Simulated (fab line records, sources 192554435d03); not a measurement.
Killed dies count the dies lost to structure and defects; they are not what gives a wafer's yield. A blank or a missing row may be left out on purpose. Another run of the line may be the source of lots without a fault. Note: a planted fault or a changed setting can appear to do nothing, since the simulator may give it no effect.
Chamber matching :: flow n5 finfet :: N5_BEOL_M5_DEP_56 on pecvd-03: 3 sister chambers
The step deposits SiCN from 3MS/NH3, target thk 8 nm, time 14 s. 16 wafers are shown with their chamber, then 8 later ones without.

## WAFERS WITH THEIR CHAMBER
wafer: L080.1
chamber: 0
throttle valve pct (%): 9.3
showerhead plenum p Torr (Torr): 3.652

wafer: L080.2
chamber: 2
throttle valve pct (%): 8.2
showerhead plenum p Torr (Torr): 3.664

wafer: L080.6
chamber: 2
throttle valve pct (%): 7.9
showerhead plenum p Torr (Torr): 3.679

wafer: L081.3
chamber: 0
throttle valve pct (%): 9.3
showerhead plenum p Torr (Torr): 3.646

wafer: L081.5
chamber: 1
throttle valve pct (%): 9.2
showerhead plenum p Torr (Torr): 3.675

wafer: L081.6
chamber: 0
throttle valve pct (%): 8.9
showerhead plenum p Torr (Torr): 3.653

wafer: L083.2
chamber: 2
throttle valve pct (%): 7.9
showerhead plenum p Torr (Torr): 3.669

wafer: L083.5
chamber: 0
throttle valve pct (%): 9.1
showerhead plenum p Torr (Torr): 3.652

wafer: L083.6
chamber: 2
throttle valve pct (%): 8.1
showerhead plenum p Torr (Torr): 3.671

wafer: L086.1
chamber: 1
throttle valve pct (%): 8.9
showerhead plenum p Torr (Torr): 3.680

wafer: L086.2
chamber: 0
throttle valve pct (%): 9.2
showerhead plenum p Torr (Torr): 3.641

wafer: L086.6
chamber: 0
throttle valve pct (%): 9.0
showerhead plenum p Torr (Torr): 3.650

wafer: L087.1
chamber: 2
throttle valve pct (%): 8.1
showerhead plenum p Torr (Torr): 3.662

wafer: L087.3
chamber: 1
throttle valve pct (%): 9.1
showerhead plenum p Torr (Torr): 3.673

wafer: L087.4
chamber: 1
throttle valve pct (%): 9.0
showerhead plenum p Torr (Torr): 3.672

wafer: L089.1
chamber: 2
throttle valve pct (%): 8.1
showerhead plenum p Torr (Torr): 3.662

SIGNATURES (means of the wafers above)
reading: throttle valve pct
chamber 0: 9.133
chamber 1: 9.050
chamber 2: 8.050
scatter within a chamber: 0.141

reading: showerhead plenum p Torr
chamber 0: 3.64900
chamber 1: 3.67500
chamber 2: 3.66783
scatter within a chamber: 0.0053
Rule: for a wafer and a chamber, the distance is found by dividing, reading by reading, the gap between the wafer's reading and the chamber's mean by the reading's scatter, squaring, summing and taking the root. The wafer belongs to the nearest chamber; if the next one is less than 2 further off, it can't be placed. The scatter is the square root of a quotient: the sum, over the shown wafers, of each reading's squared deviation from its chamber's mean, divided by wafers minus chambers.

## WAFERS WITH NO CHAMBER GIVEN
wafer: L089.2
throttle valve pct (%): 8.9
showerhead plenum p Torr (Torr): 3.681

wafer: L089.6
throttle valve pct (%): 8.3
showerhead plenum p Torr (Torr): 3.681

wafer: L091.2
throttle valve pct (%): 8.9
showerhead plenum p Torr (Torr): 3.676

wafer: L091.4
throttle valve pct (%): 8.9
showerhead plenum p Torr (Torr): 3.684

wafer: L091.5
throttle valve pct (%): 9.0
showerhead plenum p Torr (Torr): 3.680

wafer: L096.1
throttle valve pct (%): 7.9
showerhead plenum p Torr (Torr): 3.666

wafer: L096.4
throttle valve pct (%): 9.2
showerhead plenum p Torr (Torr): 3.672

wafer: L096.5
throttle valve pct (%): 8.9
showerhead plenum p Torr (Torr): 3.655

## WHICH CHAMBER EACH WENT THROUGH
wafer: L089.2
from the rows above: 1
in truth: 1

wafer: L089.6
from the rows above: 2
in truth: 2

wafer: L091.2
from the rows above: 1
in truth: 1

wafer: L091.4
from the rows above: 1
in truth: 1

wafer: L091.5
from the rows above: 1
in truth: 1

wafer: L096.1
from the rows above: 2
in truth: 2

wafer: L096.4
from the rows above: 1
in truth: 1

wafer: L096.5
from the rows above: can't be placed: 0 or 1
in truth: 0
Correct placement for 7 of the 8. Unplaceable from these rows: 1, with the true chamber sitting among the candidates in 1. Wrongly placed: 0.
